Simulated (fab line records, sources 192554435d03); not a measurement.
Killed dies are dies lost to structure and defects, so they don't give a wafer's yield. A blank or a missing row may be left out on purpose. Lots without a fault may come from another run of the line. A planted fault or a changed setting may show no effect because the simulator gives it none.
A sampling plan put to the test | flow n5_finfet | one fab line, 48 faults that these records tell of, each judged on the records of the lots that it struck
The plan is the line's own looks: the steps of the route at which a gauge or an inspection reads the wafer and doesn't change it. A look can be judged if struck wafers have a number there and the file gives its usual mean and standard deviation on fault-free wafers. Caught: at a look after the fault's first step, the mean of the struck wafers lies 4 or more of those standard deviations (sigma) from the usual mean. On the tool: the same test on the tool's own readings at the fault's steps. Another recipe on the struck wafers, or a record that is blank for them alone, also counts as caught.

THE FAULTS, as the simulator had put them in
1. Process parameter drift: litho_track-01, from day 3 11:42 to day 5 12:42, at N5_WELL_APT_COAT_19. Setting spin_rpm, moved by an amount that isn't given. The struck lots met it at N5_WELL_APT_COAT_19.
2. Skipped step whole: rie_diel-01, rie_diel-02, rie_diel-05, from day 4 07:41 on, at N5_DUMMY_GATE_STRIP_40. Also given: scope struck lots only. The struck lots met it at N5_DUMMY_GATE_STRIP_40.
3. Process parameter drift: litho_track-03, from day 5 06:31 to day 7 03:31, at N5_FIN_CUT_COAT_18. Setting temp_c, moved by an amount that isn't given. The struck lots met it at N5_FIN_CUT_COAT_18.
4. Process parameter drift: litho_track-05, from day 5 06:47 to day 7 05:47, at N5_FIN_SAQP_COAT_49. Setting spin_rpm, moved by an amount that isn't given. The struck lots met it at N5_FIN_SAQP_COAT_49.
5. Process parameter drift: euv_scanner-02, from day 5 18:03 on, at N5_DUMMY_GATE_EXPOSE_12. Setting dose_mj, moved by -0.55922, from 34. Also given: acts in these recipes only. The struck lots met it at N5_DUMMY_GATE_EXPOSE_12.
6. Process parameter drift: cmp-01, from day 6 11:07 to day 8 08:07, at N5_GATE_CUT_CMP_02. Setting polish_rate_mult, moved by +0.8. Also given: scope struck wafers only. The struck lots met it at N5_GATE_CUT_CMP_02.
7. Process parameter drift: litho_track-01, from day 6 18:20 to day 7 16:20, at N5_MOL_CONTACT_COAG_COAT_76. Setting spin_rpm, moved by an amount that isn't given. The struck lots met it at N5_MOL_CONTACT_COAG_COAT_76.
8. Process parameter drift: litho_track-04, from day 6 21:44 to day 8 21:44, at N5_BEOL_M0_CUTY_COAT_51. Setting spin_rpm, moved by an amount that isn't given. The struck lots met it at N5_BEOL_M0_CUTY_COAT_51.
9. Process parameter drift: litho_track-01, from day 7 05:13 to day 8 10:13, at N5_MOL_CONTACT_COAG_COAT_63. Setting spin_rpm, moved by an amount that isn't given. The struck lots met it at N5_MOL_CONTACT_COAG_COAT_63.
10. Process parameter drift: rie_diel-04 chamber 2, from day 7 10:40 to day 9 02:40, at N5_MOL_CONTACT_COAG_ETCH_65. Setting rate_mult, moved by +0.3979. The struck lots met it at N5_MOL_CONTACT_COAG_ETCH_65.
11. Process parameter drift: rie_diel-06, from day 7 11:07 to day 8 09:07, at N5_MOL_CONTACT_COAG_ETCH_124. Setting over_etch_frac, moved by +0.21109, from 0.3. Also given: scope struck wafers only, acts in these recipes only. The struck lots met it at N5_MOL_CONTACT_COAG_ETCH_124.
12. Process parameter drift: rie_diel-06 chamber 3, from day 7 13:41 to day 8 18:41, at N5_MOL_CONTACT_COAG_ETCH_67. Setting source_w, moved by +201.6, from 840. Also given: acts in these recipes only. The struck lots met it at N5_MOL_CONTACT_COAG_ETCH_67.
13. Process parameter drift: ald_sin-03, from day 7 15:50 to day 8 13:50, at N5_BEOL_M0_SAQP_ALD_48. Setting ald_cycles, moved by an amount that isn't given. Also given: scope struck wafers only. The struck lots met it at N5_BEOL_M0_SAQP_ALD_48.
14. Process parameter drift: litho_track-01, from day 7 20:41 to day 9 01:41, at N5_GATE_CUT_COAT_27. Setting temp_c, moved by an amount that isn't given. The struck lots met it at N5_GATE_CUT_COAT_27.
15. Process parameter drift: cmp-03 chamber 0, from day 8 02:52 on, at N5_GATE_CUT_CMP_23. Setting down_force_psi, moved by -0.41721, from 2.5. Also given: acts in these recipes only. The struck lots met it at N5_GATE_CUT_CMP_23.
16. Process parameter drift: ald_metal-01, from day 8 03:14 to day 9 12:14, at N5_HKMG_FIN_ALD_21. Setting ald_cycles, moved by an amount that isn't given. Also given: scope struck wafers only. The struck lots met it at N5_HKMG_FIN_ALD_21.
17. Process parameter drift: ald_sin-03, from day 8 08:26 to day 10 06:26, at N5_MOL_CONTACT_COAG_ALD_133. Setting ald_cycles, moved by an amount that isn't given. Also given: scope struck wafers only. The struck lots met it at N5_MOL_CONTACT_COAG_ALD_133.
18. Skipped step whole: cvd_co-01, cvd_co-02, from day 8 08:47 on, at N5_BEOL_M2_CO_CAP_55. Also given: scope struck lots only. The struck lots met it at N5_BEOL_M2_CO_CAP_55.
19. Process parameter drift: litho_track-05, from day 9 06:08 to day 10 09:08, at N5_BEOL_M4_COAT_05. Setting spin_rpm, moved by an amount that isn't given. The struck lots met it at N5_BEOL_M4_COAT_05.
20. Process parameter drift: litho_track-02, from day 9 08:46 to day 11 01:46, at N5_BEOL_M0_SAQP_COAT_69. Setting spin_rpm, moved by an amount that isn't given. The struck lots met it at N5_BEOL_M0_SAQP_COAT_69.
21. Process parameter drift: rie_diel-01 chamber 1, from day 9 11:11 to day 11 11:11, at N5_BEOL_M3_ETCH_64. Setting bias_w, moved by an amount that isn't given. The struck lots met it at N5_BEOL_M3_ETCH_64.
22. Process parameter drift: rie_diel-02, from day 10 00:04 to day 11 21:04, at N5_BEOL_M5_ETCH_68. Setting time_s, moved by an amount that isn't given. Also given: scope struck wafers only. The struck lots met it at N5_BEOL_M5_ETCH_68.
23. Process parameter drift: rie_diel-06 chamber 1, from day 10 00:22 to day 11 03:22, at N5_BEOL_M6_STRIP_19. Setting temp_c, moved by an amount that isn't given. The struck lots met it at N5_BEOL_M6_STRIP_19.
24. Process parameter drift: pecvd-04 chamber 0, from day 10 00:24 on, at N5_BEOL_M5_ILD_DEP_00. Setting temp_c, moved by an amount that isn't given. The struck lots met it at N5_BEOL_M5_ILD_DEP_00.
25. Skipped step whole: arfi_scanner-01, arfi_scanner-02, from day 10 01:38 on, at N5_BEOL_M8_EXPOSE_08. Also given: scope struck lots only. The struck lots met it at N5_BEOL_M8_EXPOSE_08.
26. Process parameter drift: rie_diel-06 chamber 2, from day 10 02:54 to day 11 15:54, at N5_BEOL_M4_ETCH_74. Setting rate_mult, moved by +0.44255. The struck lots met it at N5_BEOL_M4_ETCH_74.
27. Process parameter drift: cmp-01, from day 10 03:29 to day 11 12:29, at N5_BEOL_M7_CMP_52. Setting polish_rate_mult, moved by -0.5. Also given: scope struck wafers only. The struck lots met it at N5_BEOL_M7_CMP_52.
28. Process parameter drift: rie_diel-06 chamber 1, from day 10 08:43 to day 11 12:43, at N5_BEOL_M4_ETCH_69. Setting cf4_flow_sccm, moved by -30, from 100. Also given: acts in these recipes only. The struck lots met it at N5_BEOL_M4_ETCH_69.
29. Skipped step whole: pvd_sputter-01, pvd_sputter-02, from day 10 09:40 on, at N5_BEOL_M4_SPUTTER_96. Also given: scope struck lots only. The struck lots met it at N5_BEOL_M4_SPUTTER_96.
30. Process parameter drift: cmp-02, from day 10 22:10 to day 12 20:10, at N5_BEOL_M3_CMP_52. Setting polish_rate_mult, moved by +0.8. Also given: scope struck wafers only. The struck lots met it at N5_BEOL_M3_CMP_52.
31. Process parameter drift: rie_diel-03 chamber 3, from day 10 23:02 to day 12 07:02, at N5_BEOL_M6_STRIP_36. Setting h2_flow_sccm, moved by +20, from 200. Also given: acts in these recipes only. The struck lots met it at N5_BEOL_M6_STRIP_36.
32. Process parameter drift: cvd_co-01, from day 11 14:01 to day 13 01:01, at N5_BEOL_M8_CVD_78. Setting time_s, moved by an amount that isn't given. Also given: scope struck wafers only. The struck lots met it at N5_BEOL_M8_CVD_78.
33. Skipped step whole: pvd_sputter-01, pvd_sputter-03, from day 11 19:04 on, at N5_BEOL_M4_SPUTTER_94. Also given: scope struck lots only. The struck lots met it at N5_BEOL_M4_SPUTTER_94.
34. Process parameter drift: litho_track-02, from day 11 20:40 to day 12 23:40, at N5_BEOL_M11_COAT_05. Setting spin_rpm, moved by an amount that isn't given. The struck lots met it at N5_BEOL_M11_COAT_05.
35. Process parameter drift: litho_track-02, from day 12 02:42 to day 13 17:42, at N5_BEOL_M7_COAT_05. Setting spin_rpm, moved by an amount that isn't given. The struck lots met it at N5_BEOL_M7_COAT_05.
36. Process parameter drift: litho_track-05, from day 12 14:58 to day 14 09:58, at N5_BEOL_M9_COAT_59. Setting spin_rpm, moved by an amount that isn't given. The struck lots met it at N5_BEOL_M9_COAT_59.
37. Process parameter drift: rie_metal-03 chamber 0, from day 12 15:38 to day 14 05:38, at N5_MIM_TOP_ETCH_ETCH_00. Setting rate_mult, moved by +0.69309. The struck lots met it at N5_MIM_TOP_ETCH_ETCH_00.
38. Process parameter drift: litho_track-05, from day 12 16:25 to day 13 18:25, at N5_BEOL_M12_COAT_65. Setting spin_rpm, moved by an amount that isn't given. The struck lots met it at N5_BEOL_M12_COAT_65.
39. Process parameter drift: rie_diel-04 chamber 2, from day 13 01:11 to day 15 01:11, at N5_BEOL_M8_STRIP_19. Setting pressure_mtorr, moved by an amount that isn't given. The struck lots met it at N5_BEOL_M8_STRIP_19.
40. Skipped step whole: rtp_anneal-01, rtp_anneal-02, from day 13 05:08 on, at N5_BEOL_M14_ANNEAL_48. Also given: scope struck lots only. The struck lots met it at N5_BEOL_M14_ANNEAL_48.
41. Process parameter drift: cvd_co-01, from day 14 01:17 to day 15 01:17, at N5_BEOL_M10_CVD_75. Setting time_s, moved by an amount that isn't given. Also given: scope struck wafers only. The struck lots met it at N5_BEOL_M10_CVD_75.
42. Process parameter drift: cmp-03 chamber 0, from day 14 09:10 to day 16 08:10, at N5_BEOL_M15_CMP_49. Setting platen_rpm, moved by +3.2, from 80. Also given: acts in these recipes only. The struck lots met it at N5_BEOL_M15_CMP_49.
43. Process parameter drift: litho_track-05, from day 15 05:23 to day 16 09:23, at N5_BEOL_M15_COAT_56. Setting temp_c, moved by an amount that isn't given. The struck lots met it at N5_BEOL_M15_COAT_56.
44. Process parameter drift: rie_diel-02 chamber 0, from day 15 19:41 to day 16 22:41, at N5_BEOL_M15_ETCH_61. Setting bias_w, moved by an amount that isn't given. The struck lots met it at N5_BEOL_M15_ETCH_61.
45. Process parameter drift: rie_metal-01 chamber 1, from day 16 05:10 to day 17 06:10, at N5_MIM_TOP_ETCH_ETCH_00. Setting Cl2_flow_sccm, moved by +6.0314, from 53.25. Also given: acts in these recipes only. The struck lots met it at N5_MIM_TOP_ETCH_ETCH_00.
46. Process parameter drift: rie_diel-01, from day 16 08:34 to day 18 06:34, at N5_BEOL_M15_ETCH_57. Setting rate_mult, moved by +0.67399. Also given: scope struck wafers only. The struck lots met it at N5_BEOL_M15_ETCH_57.
47. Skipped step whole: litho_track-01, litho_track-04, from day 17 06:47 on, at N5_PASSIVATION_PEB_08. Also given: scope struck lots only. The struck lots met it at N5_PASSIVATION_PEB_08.
48. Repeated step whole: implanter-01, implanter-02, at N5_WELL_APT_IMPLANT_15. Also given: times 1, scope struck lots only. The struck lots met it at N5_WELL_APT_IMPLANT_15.

WHAT THE PLAN SAW
fault | on the tool itself                               | first look that catches it                      | reading, sigma                                  | median hours from its first step to that look | hours from the fault's start to the first struck lot there | judged looks passed uncaught
1     | spin_speed_rpm +99 or beyond sigma               | none of the 3 looks that can be judged after it | -                                               | -                                             | -                                                          | 3
2     | the tool's record is blank for the struck wafers | not the one look that can be judged after it    | -                                               | -                                             | -                                                          | 1
3     | plate_temp_C -99 or beyond sigma                 | none of the 2 looks that can be judged after it | -                                               | -                                             | -                                                          | 2
4     | spin_speed_rpm +44 sigma                         | none of the 2 looks that can be judged after it | -                                               | -                                             | -                                                          | 2
5     | exposure_dose_mJ_cm2 -12 sigma                   | none of the 2 looks that can be judged after it | -                                               | -                                             | -                                                          | 2
6     | time_to_endpoint_s -6.2 sigma                    | none of the 2 looks that can be judged after it | -                                               | -                                             | -                                                          | 2
7     | spin_speed_rpm -75 sigma                         | none of the 2 looks that can be judged after it | -                                               | -                                             | -                                                          | 2
8     | spin_speed_rpm -93 sigma                         | none of the 2 looks that can be judged after it | -                                               | -                                             | -                                                          | 2
9     | spin_speed_rpm +78 sigma                         | not the one look that can be judged after it    | -                                               | -                                             | -                                                          | 1
10    | etch_rf_on_time_s -13 sigma                      | not the one look that can be judged after it    | -                                               | -                                             | -                                                          | 1
11    | under 2 sigma                                    | not the one look that can be judged after it    | -                                               | -                                             | -                                                          | 1
12    | rf_fwd_power_W +69 sigma                         | none of the 2 looks that can be judged after it | -                                               | -                                             | -                                                          | 2
13    | under 2 sigma                                    | not the one look that can be judged after it    | -                                               | -                                             | -                                                          | 1
14    | plate_temp_C -15 sigma                           | not the one look that can be judged after it    | -                                               | -                                             | -                                                          | 1
15    | head_pressure_psi -72 sigma                      | not the one look that can be judged after it    | -                                               | -                                             | -                                                          | 1
16    | under 2 sigma                                    | none of the 2 looks that can be judged after it | -                                               | -                                             | -                                                          | 2
17    | under 2 sigma                                    | not the one look that can be judged after it    | -                                               | -                                             | -                                                          | 1
18    | the tool's record is blank for the struck wafers | not the one look that can be judged after it    | -                                               | -                                             | -                                                          | 1
19    | spin_speed_rpm -99 or beyond sigma               | not the one look that can be judged after it    | -                                               | -                                             | -                                                          | 1
20    | spin_speed_rpm +45 sigma                         | not the one look that can be judged after it    | -                                               | -                                             | -                                                          | 1
21    | bias_w -91 sigma                                 | not the one look that can be judged after it    | -                                               | -                                             | -                                                          | 1
22    | run_length_s -19 sigma                           | no look after it can be judged                  | -                                               | -                                             | -                                                          | 0
23    | temp_c -5.0 sigma                                | not the one look that can be judged after it    | strongest: cd_nm at N5_BEOL_M6_CD_MEAS_18, +2.4 | -                                             | -                                                          | 1
24    | susceptor_temp_C +95 sigma                       | N5_BEOL_M5_THK_MEAS_01                          | M5_ILD_THK -7.0                                 | 0.9                                           | 25                                                         | 0
25    | no reading that can be judged                    | no look after it can be judged                  | -                                               | -                                             | -                                                          | 0
26    | etch_rf_on_time_s -17 sigma                      | not the one look that can be judged after it    | -                                               | -                                             | -                                                          | 1
27    | overpolish_run_s -99 or beyond sigma             | N5_BEOL_M7_THK_MEAS_53                          | M7_THK +56                                      | 0.3                                           | 14                                                         | 0
28    | cf4_flow_sccm -79 sigma                          | not the one look that can be judged after it    | -                                               | -                                             | -                                                          | 1
29    | the tool's record is blank for the struck wafers | not the one look that can be judged after it    | -                                               | -                                             | -                                                          | 1
30    | barrier_field_endpoint_s -18 sigma               | not the one look that can be judged after it    | strongest: SS_P at N5_BEOL_M4_RC_MEAS_101, -2.0 | -                                             | -                                                          | 1
31    | h2_flow_sccm +34 sigma                           | not the one look that can be judged after it    | -                                               | -                                             | -                                                          | 1
32    | run_length_s -99 or beyond sigma                 | not the one look that can be judged after it    | -                                               | -                                             | -                                                          | 1
33    | the tool's record is blank for the struck wafers | not the one look that can be judged after it    | -                                               | -                                             | -                                                          | 1
34    | spin_speed_rpm -82 sigma                         | not the one look that can be judged after it    | -                                               | -                                             | -                                                          | 1
35    | spin_speed_rpm -99 or beyond sigma               | not the one look that can be judged after it    | -                                               | -                                             | -                                                          | 1
36    | spin_speed_rpm +50 sigma                         | no look after it can be judged                  | -                                               | -                                             | -                                                          | 0
37    | oes_product_au +5.7 sigma                        | no look after it can be judged                  | -                                               | -                                             | -                                                          | 0
38    | spin_speed_rpm -45 sigma                         | no look after it can be judged                  | -                                               | -                                             | -                                                          | 0
39    | chamber_pressure_mTorr +99 or beyond sigma       | not the one look that can be judged after it    | -                                               | -                                             | -                                                          | 1
40    | the tool's record is blank for the struck wafers | no look after it can be judged                  | -                                               | -                                             | -                                                          | 0
41    | run_length_s -4.0 sigma                          | no look after it can be judged                  | -                                               | -                                             | -                                                          | 0
42    | platen_rpm +61 sigma                             | no look after it can be judged                  | -                                               | -                                             | -                                                          | 0
43    | plate_temp_C +12 sigma                           | no look after it can be judged                  | -                                               | -                                             | -                                                          | 0
44    | bias_w -19 sigma                                 | no look after it can be judged                  | -                                               | -                                             | -                                                          | 0
45    | mfc_cl2_sccm +35 sigma                           | not the one look that can be judged after it    | -                                               | -                                             | -                                                          | 1
46    | oes_product_au +4.5 sigma                        | no look after it can be judged                  | -                                               | -                                             | -                                                          | 0
47    | no reading that can be judged                    | no look after it can be judged                  | -                                               | -                                             | -                                                          | 0
48    | under 2 sigma                                    | none of the 2 looks that can be judged after it | -                                               | -                                             | -                                                          | 2
A dash: the fault isn't caught, or these records don't give the number.

Caught at a look: 2 of 48. Caught on the tool: 41 of 48. By one or the other: 41 of 48.
Caught on the tool alone: faults 1, 2, 3, 4, 5, 6, 7, 8, 9, 10, 12, 14, 15, 18, 19, 20, 21, 22, 23, 26, 28, 29, 30, 31, 32, 33, 34, 35, 36, 37, 38, 39, 40, 41, 42, 43, 44, 45, 46.
Caught by neither: faults 11, 13, 16, 17, 25, 47, 48.

THINNER SAMPLING
If the look that catches a fault measured only every second or every third lot, by lot number, the first struck lot would be measured this late in the worst case:
fault | struck lots at that look, in order of time | every lot | every second lot | every third lot
24    | L141                                       | 25 h      | may miss it      | may miss it
27    | L594, L597                                 | 14 h      | 25 h             | may miss all 2
Hours are from the fault's start to the first struck lot that is measured. The limit of 4 sigma was tested on all struck wafers together, so one lot alone may lie under it. Other struck lots may not be in these records.

THE LONGEST TIMED WAY FROM STEP TO LOOK
Fault 24: a median of 0.9 hours passes between N5_BEOL_M5_ILD_DEP_00 and N5_BEOL_M5_THK_MEAS_01. No look between them can be judged.
